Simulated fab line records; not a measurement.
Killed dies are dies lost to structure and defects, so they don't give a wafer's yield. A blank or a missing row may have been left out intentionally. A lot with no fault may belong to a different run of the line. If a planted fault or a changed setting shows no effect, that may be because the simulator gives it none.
Split-lot study    flow n5-finfet    21 wafers read across 7 lots, on a route 1938 steps long

SPLIT DETAILS
At N5_BEOL_M5_TRENCH_ETCH_37 (etches SiCOH lowk in C4F6/O2, target depth 71.652 nm, time 24.7 s), the setting time-s was moved away from the recipe's 24.7 s on 6 of the 21 wafers read, by -20.7% to +10.1%. For the rest of the wafers, this setting stayed at what the recipe calls for.

The split's own step is where the reading is taken.

THE READING
BEOL_M5.feature-depth-nm (the simulator's own value, which no gauge read), in nm, at N5_BEOL_M5_TRENCH_ETCH_37 (etches SiCOH lowk in C4F6/O2, target depth 71.652 nm, time 24.7 s). The file does not state a usual value for it. Average 71.1 nm, standard deviation 0.61 nm, over the 15 wafers here run with the recipe.

wafer   tool, chamber at the split  time-s as run, s  against the recipe  BEOL_M5.feature-depth-nm, nm  against lot-mates on the recipe
L077.3  rie-diel-02, 3              21.24             -14.0%              61.2                          -10.4
L077.4  rie-diel-02, 0              24.7              recipe              71.6                          -
L077.5  rie-diel-02, 0              24.7              recipe              71.6                          -
L079.1  rie-diel-02, 0              27.19             +10.1%              78.6                          +7.4
L079.3  rie-diel-02, 2              27.19             +10.1%              78.4                          +7.2
L079.5  rie-diel-02, 0              24.7              recipe              71.2                          -
L080.2  rie-diel-01, 2              19.59             -20.7%              57.4                          no lot-mate on the recipe
L080.5  rie-diel-01, 3              19.59             -20.7%              56.6                          no lot-mate on the recipe
L080.6  rie-diel-01, 0              19.59             -20.7%              57.2                          no lot-mate on the recipe
L085.1  rie-diel-02, 2              24.7              recipe              71                            -
L085.5  rie-diel-02, 2              24.7              recipe              71.8                          -
L085.6  rie-diel-02, 3              24.7              recipe              69.8                          -
L088.2  rie-diel-02, 3              24.7              recipe              70.4                          -
L088.3  rie-diel-02, 0              24.7              recipe              70.8                          -
L088.6  rie-diel-02, 0              24.7              recipe              72                            -
L092.1  rie-diel-03, 0              24.7              recipe              71                            -
L092.2  rie-diel-03, 1              24.7              recipe              70.8                          -
L092.3  rie-diel-03, 2              24.7              recipe              71.6                          -
L095.1  rie-diel-03, 0              24.7              recipe              70.8                          -
L095.3  rie-diel-03, 2              24.7              recipe              71.6                          -
L095.6  rie-diel-03, 1              24.7              recipe              70.2                          -

FIT RESULTS
A straight line over all 21 wafers: BEOL_M5.feature-depth-nm changes by +0.69 nm for each +1% of time-s; r = +1.00; the points scatter about the line by 0.59 nm.
The same after taking each lot's own level away (the mean of its wafers on the recipe; 18 wafers): +0.733 nm for each +1%; r = +0.99; scatter 0.55 nm.
According to that fit, moving time-s by its largest amount changes the reading by 15 nm.
The span of the lots' own levels, 70.87 to 71.60 nm, comes to 1.2 times the standard deviation stated above.
Consequently the slope shifts little with the lot-to-lot level, the two slopes agreeing.
Check: with one of the wafers moved furthest among these (-14.0%) left out of the fit, the line predicts -10.1 nm for it against its lot-mates. Against them it came out at -10.4 nm.

THE OTHER SPLITS THESE WAFERS WENT THROUGH
Before the reading, these wafers also passed through other splits. Each is held against what the fit with the lots' levels taken away leaves over:
other split on the same wafers     wafers away from the commonest value  r with BEOL_M5.feature-depth-nm (lot level and that fit taken away)
N5_BEOL_M3_COAT_22 spin-rpm        4                                     +0.00
N5_BEOL_M4_COAT_22 spin-rpm        8                                     -0.20
N5_BEOL_M4_EXPOSE_25 dose-mj       6                                     -0.29
N5_BEOL_M5_HM_DEP_02 target-thk-a  8                                     -0.26

THE WHOLE CHAIN: every reading that the file lists as answering this split, in the file's order
step                       what it does                                                       reading                                                                    change (the file's fit)                r (the file's)
N5_BEOL_M5_TRENCH_ETCH_37  etches SiCOH lowk in C4F6/O2, target depth 71.652 nm, time 24.7 s  etch.depth-nm (the simulator's own value, which no gauge read)             +0.742 nm for each +1% of the setting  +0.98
N5_BEOL_M5_TRENCH_ETCH_37  etches SiCOH lowk in C4F6/O2, target depth 71.652 nm, time 24.7 s  BEOL_M5.feature-depth-nm (the simulator's own value, which no gauge read)  +0.736 nm for each +1% of the setting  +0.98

FILE'S OWN FIT
BEOL_M5.feature-depth-nm changes by +0.736 nm for each +1% of time-s, r = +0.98.
